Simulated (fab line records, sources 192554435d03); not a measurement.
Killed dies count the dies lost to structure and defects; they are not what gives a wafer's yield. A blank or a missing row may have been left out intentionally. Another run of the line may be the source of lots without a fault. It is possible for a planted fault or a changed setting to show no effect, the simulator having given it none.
fab line records -- flow n5_finfet
record: lots: 6, wafers: 18, last_day: 17
route steps=1938 shown BEOL_M11@1597 BEOL_M12@1602
lots untouched by any fault: they come from a run of this same line in which no faults occurred
start_h: start of the lot's first displayed wafer, in hours after the record's first day -- wait_h: time in hours since the lot's previous step -- " the same as in the row above -- L1.1+2: a row that stands for several wafers -- - no value present, or no start provided -- * or withheld: withheld -- < > ~ a bound
route shown NAME@n: NAME is a module with steps in the file, n the number in the route of the first one -- usual: mean and standard deviation over wafers with no fault -- same: alike in all rows -- chamber/n: place in a boat -- sites: per-site readings -- _std_site: the standard deviation of these -- _edge_site: inner sites' mean taken away from outer sites' mean -- radius_mm: for every site, how far away it sits from the centre of the wafer -- mask NAME#n: copy n -- behind: the last tool/chamber to shape the wafer -- hold: why the lot went on hold/how many hours it stayed there/how the hold came to an end -- device: names the non-switching transistor (n, p or np) -- end of line: the same wafers' tests at the end of the route -- where a step has no rows: the recipe by itself -- killed: dies that structure and defects cost at the first sort, which is not the same as the wafer's yield -- map: the dies of a wafer, with x for killed, . for not killed, _ for no die there
set.NAME: the setting as run; set.NAME@STEP: as run at that earlier step -- model.NAME: the simulator's own value behind a step, which no gauge read
lots at some steps of the route; a table a step, a row a wafer
services: when a tool's chamber went out of use (start_h, in hours from the record's first day, below 0 if earlier), for how many hours, and the reason
== steps ==
step: N5_BEOL_M11_THK_MEAS_53
recipe: thk_meas_gauge: xrf, reads: Cu_of_BEOL_M11_ECD_50
usual: M11_THK: 139/3.1
lot.wafer,tool,chamber,start_h,wait_h,M11_THK[nm]
L560.3,film_metro-02,-,249.90,-,138
L560.4,film_metro-02,-,249.90,-,142
L560.6,film_metro-02,-,249.90,-,138
L562.1,film_metro-01,-,275.20,-,142
L562.2,film_metro-01,-,275.20,-,141
L562.3,film_metro-01,-,275.20,-,134
L564.1,film_metro-02,-,285.47,-,137
L564.2,film_metro-02,-,285.47,-,141
L564.5,film_metro-02,-,285.47,-,140
L570.2,film_metro-01,-,322.69,-,137
L570.3,film_metro-01,-,322.69,-,140
L570.4,film_metro-01,-,322.69,-,142
L577.1,film_metro-01,-,366.00,-,145
L577.2,film_metro-01,-,366.00,-,136
L577.4,film_metro-01,-,366.00,-,142
L579.1,film_metro-02,-,366.28,-,142
L579.3,film_metro-02,-,366.28,-,143
L579.6,film_metro-02,-,366.28,-,141
step: N5_BEOL_M11_PRE_CLEAN_55
recipe: gas: NH3, time_s: 15, temp_c: withheld, rf_power_w: 300
step: N5_BEOL_M11_DEP_56
recipe: material: SiCN, target_thk_a: 300, temp_c: withheld, precursor: 3MS/NH3, pressure_torr: 3, rf_w: 675, time_s: 10.5
usual: showerhead_plenum_p_Torr: 4.155/0.014, showerhead_vpp_V: 1636/45, throttle_valve_pct: 17.9/0.81
lot.wafer,tool,chamber,start_h,wait_h,showerhead_plenum_p_Torr,showerhead_vpp_V,throttle_valve_pct
L560.3,pecvd-01,0,249.96,0.0,4.173,1634,18.5
L560.4,pecvd-01,2,249.96,0.0,4.149,1644,17.3
L560.6,pecvd-01,1,249.96,0.0,4.143,1679,18.3
L562.1,pecvd-01,2,275.26,0.0,4.153,1651,16.9
L562.2,pecvd-01,0,275.26,0.0,4.177,1616,18.8
L562.3,pecvd-01,1,275.26,0.0,4.128,1721,18.7
L564.1,pecvd-01,0,285.53,0.0,4.176,1600,18.5
L564.2,pecvd-01,2,285.53,0.0,4.134,1648,16.9
L564.5,pecvd-01,2,285.53,0.0,4.145,1648,17.2
L570.2,pecvd-01,0,322.76,0.0,4.170,1585,18.3
L570.3,pecvd-01,2,322.76,0.0,4.137,1634,17.1
L570.4,pecvd-01,2,322.76,0.0,4.157,1657,17.2
L577.1,pecvd-01,0,366.07,0.0,4.168,1596,18.8
L577.2,pecvd-01,2,366.07,0.0,4.140,1661,17.4
L577.4,pecvd-01,0,366.07,0.0,4.184,1635,18.6
L579.1,pecvd-02,1,366.36,0.0,4.154,1669,18.8
L579.3,pecvd-02,2,366.36,0.0,4.165,1573,16.9
L579.6,pecvd-02,1,366.36,0.0,4.147,1670,18.9
step: N5_BEOL_M11_RS_MEAS_57
recipe: thk_meas_gauge: four-point-probe, reads: Cu_of_BEOL_M11_ECD_50+Co_of_BEOL_M11_CVD_75+TaN_of_BEOL_M11_ALD_74
usual: M11_RS: 0.152/0.0033
lot.wafer,tool,chamber,start_h,wait_h,M11_RS[ohm/sq]
L560.3,film_metro-02,-,250.02,0.0,0.154
L560.4,film_metro-02,-,250.02,0.0,0.150
L560.6,film_metro-02,-,250.02,0.0,0.154
L562.1,film_metro-01,-,275.33,0.0,0.148
L562.2,film_metro-01,-,275.33,0.0,0.150
L562.3,film_metro-01,-,275.33,0.0,0.160
L564.1,film_metro-01,-,285.60,0.0,0.154
L564.2,film_metro-01,-,285.60,0.0,0.149
L564.5,film_metro-01,-,285.60,0.0,0.150
L570.2,film_metro-02,-,322.82,0.0,0.155
L570.3,film_metro-02,-,322.82,0.0,0.152
L570.4,film_metro-02,-,322.82,0.0,0.151
L577.1,film_metro-02,-,366.15,0.1,0.147
L577.2,film_metro-02,-,366.15,0.1,0.158
L577.4,film_metro-02,-,366.15,0.1,0.150
L579.1,film_metro-01,-,366.42,0.0,0.148
L579.3,film_metro-01,-,366.42,0.0,0.149
L579.6,film_metro-01,-,366.42,0.0,0.150
step: N5_BEOL_M11_INSPECT_58
recipe: inspect_instrument: darkfield, mode: post_dep
usual: raw_defect_count: 69/26
lot.wafer,tool,chamber,start_h,wait_h,raw_defect_count
L560.3,defect_inspect-01,-,250.05,0.0,41
L560.4,defect_inspect-01,-,250.05,0.0,59
L560.6,defect_inspect-01,-,250.05,0.0,43
L562.1,defect_inspect-02,-,275.35,0.0,80
L562.2,defect_inspect-02,-,275.35,0.0,60
L562.3,defect_inspect-02,-,275.35,0.0,107
L564.1,defect_inspect-01,-,285.62,0.0,95
L564.2,defect_inspect-01,-,285.62,0.0,84
L564.5,defect_inspect-01,-,285.62,0.0,71
L570.2,defect_inspect-02,-,322.85,0.0,79
L570.3,defect_inspect-02,-,322.85,0.0,51
L570.4,defect_inspect-02,-,322.85,0.0,91
L577.1,defect_inspect-01,-,366.18,0.0,56
L577.2,defect_inspect-01,-,366.18,0.0,62
L577.4,defect_inspect-01,-,366.18,0.0,64
L579.1,defect_inspect-01,-,366.44,0.0,65
L579.3,defect_inspect-01,-,366.44,0.0,52
L579.6,defect_inspect-01,-,366.44,0.0,52
step: N5_BEOL_M12_ILD_DEP_00
recipe: material: SiOC, target_thk_a: 6589.2, temp_c: 350, precursor: DEMS/O2, pressure_torr: 5, rf_w: 500, time_s: 130.7
usual: heater_power_w: 527/100, showerhead_plenum_p_Torr: 5.689/0.011, showerhead_vpp_V: 1369/66, throttle_valve_pct: 11.8/0.47
lot.wafer,tool,chamber,start_h,wait_h,heater_power_w,showerhead_plenum_p_Torr,showerhead_vpp_V,throttle_valve_pct
L560.3,pecvd-01,2,250.08,0.0,659,5.688,1427,11.3
L560.4,pecvd-01,0,250.08,0.0,497,5.703,1369,12.5
L560.6,pecvd-01,1,250.08,0.0,569,5.674,1455,12.2
L562.1,pecvd-03,0,275.39,0.0,521,5.665,1450,12.4
L562.2,pecvd-03,2,275.39,0.0,598,5.697,1336,11.2
L562.3,pecvd-03,1,275.39,0.0,634,5.696,1436,11.7
L564.1,pecvd-03,2,285.66,0.0,552,5.699,1313,11.2
L564.2,pecvd-03,0,285.66,0.0,534,5.678,1460,12.6
L564.5,pecvd-03,0,285.66,0.0,429,5.693,1447,12.4
L570.2,pecvd-04,1,322.88,0.0,394,5.692,1277,11.6
L570.3,pecvd-04,0,322.88,0.0,467,5.683,1367,12.1
L570.4,pecvd-04,1,322.88,0.0,308,5.688,1290,12.0
L577.1,pecvd-01,0,366.21,0.0,553,5.686,1375,12.1
L577.2,pecvd-01,2,366.21,0.0,683,5.698,1445,11.3
L577.4,pecvd-01,2,366.21,0.0,576,5.685,1425,11.1
L579.1,pecvd-04,1,366.48,0.0,373,5.687,1272,11.8
L579.3,pecvd-04,2,366.48,0.0,541,5.694,1295,11.4
L579.6,pecvd-04,0,366.48,0.0,477,5.698,1383,12.1
step: N5_BEOL_M12_THK_MEAS_01
recipe: reads: SiOC_of_BEOL_M12_ILD_DEP_00
usual: M12_ILD_THK: 658/8.1
lot.wafer,tool,chamber,start_h,wait_h,M12_ILD_THK[nm]
L560.3,film_metro-01,-,250.22,0.1,666
L560.4,film_metro-01,-,250.22,0.1,669
L560.6,film_metro-01,-,250.22,0.1,660
L562.1,film_metro-02,-,275.52,0.1,654
L562.2,film_metro-02,-,275.52,0.1,654
L562.3,film_metro-02,-,275.52,0.1,655
L564.1,film_metro-01,-,285.79,0.1,661
L564.2,film_metro-01,-,285.79,0.1,648
L564.5,film_metro-01,-,285.79,0.1,659
L570.2,film_metro-01,-,323.01,0.1,645
L570.3,film_metro-01,-,323.01,0.1,662
L570.4,film_metro-01,-,323.01,0.1,653
L577.1,film_metro-02,-,366.39,0.1,662
L577.2,film_metro-02,-,366.39,0.1,650
L577.4,film_metro-02,-,366.39,0.1,659
L579.1,film_metro-02,-,366.61,0.1,650
L579.3,film_metro-02,-,366.61,0.1,656
L579.6,film_metro-02,-,366.61,0.1,674
step: N5_BEOL_M12_COAT_58
recipe: resist: BARC, temp_c: 205, time_s: 60, spin_rpm: 1500, resist_thk_nm: 89
step: N5_BEOL_M12_COAT_04
recipe: spin_rpm: 1625, resist_thk_nm: 400
step: N5_BEOL_M12_EBR_06
recipe: solvent: PGMEA, ebr_width_mm: 1.5
step: N5_BEOL_M12_SOFTBAKE_05
recipe: temp_c: 130, time_s: 60
step: N5_BEOL_M12_EXPOSE_07
recipe: mask_id: V11, na: 0.93, source_shape: conventional, sigma_outer: 0.6, polarization: unpolarized, attpsm_phase_deg: 180, dose_mj: 32.5
step: N5_BEOL_M12_PEB_08
recipe: peb_temp_c: 130, peb_time_s: 90
usual: heater_power_total_W: 172.4/0.89, plate_temp_C: 130.01/0.16
lot.wafer,tool,chamber,start_h,wait_h,heater_power_total_W,plate_temp_C
L560.3,litho_track-04,0,250.53,0.0,170.8,130.11
L560.4,litho_track-04,0,250.53,0.0,172.5,130.12
L560.6,litho_track-04,0,250.53,0.0,172.7,130.52
L562.1,litho_track-01,0,275.71,0.1,171.5,130.03
L562.2,litho_track-01,0,275.71,0.1,173.2,129.98
L562.3,litho_track-01,0,275.71,0.1,173.9,129.77
L564.1,litho_track-04,0,286.10,0.1,167.1,127.62
L564.2,litho_track-04,0,286.10,0.1,167.0,127.89
L564.5,litho_track-04,0,286.10,0.1,168.2,127.82
L570.2,litho_track-04,0,323.33,0.0,168.2,127.49
L570.3,litho_track-04,0,323.33,0.0,167.8,127.65
L570.4,litho_track-04,0,323.33,0.0,169.2,127.49
L577.1,litho_track-01,0,366.58,0.1,172.2,130.05
L577.2,litho_track-01,0,366.58,0.1,171.2,130.32
L577.4,litho_track-01,0,366.58,0.1,172.4,130.08
L579.1,litho_track-01,0,366.80,0.1,171.6,129.80
L579.3,litho_track-01,0,366.80,0.1,171.0,129.83
L579.6,litho_track-01,0,366.80,0.1,173.0,129.79
step: N5_BEOL_M12_DEVELOP_09
recipe: develop_time_s: 45, rinse_liquid: diw, dry: air_spin, dev_temp_c: 21
step: N5_BEOL_M12_HARDBAKE_14
recipe: temp_c: 130, time_s: 120
step: N5_BEOL_M12_CD_MEAS_10
recipe: target_cd_nm: 140, landing_energy_ev: 500, detector: se_inlens, polarity: opening
usual: cd_nm: 140.2/1.3
lot.wafer,tool,chamber,start_h,wait_h,cd_nm
L560.3,cd_sem-01,0,250.65,-,140.1
L560.4,cd_sem-01,0,250.65,-,137.9
L560.6,cd_sem-01,0,250.65,-,140.4
L562.1,cd_sem-01,0,275.82,-,140.0
L562.2,cd_sem-01,0,275.82,-,140.1
L562.3,cd_sem-01,0,275.82,-,140.0
L564.1,cd_sem-02,0,286.22,-,131.2
L564.2,cd_sem-02,0,286.22,-,133.1
L564.5,cd_sem-02,0,286.22,-,132.0
L570.2,cd_sem-03,0,323.44,-,133.9
L570.3,cd_sem-03,0,323.44,-,132.7
L570.4,cd_sem-03,0,323.44,-,133.8
L577.1,cd_sem-03,0,366.70,-,139.1
L577.2,cd_sem-03,0,366.70,-,139.6
L577.4,cd_sem-03,0,366.70,-,138.5
L579.1,cd_sem-03,0,366.92,-,140.7
L579.3,cd_sem-03,0,366.92,-,141.3
L579.6,cd_sem-03,0,366.92,-,140.5
step: N5_BEOL_M12_OVL_MEAS_11
recipe: points_per_wafer: 44
usual: V11_OVL: -3/6.2
lot.wafer,tool,chamber,start_h,wait_h,V11_OVL[nm]
L560.3,overlay-01,0,250.68,0.0,-9
L560.4,overlay-01,0,250.68,0.0,4
L560.6,overlay-01,0,250.68,0.0,1
L562.1,overlay-01,0,275.85,0.0,-8
L562.2,overlay-01,0,275.85,0.0,-10
L562.3,overlay-01,0,275.85,0.0,-6
L564.1,overlay-01,0,286.25,0.0,-12
L564.2,overlay-01,0,286.25,0.0,1
L564.5,overlay-01,0,286.25,0.0,-13
L570.2,overlay-01,0,323.47,0.0,4
L570.3,overlay-01,0,323.47,0.0,0
L570.4,overlay-01,0,323.47,0.0,0
L577.1,overlay-02,0,366.73,0.0,-11
L577.2,overlay-02,0,366.73,0.0,7
L577.4,overlay-02,0,366.73,0.0,1
L579.1,overlay-02,0,366.95,0.0,-3
L579.3,overlay-02,0,366.95,0.0,-12
L579.6,overlay-02,0,366.95,0.0,-2
== services ==
tool,chamber,start_h,hours,kind
pecvd-01,-,266.59,2.8,pm
pecvd-04,0,287.85,5.5,scheduled_down
pecvd-03,0,344.56,12.3,repair
pecvd-04,-,348.20,2.8,pm
pecvd-02,1,357.92,2.1,scheduled_down
pecvd-01,1,365.10,21.0,repair
== key ==
first_sign: step: N5_BEOL_M12_PEB_08, reading: plate_temp_C, direction: down, sigmas: 15, usual: *, struck: *
effect: step: N5_BEOL_M12_PEB_08, reading: heater_power_total_W, direction: down, sigmas: 5.1, usual: *, struck: *
effect: step: N5_BEOL_M12_CD_MEAS_10, reading: cd_nm, direction: down, sigmas: 5.5, usual: 140.2, struck: 132.8
met_at N5_BEOL_M12_PEB_08
struck_wafers L564.1,L564.2,L564.5,L570.2,L570.3,L570.4
onset_between 250.53 286.10
fault: kind: process_parameter_drift, tool: litho_track-04, chamber: -, onset_h: 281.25, steps: N5_BEOL_M12_PEB_08, channel: peb_temp_c, offset: *, shape: step, end_h: 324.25, acts_in: *, stated: *
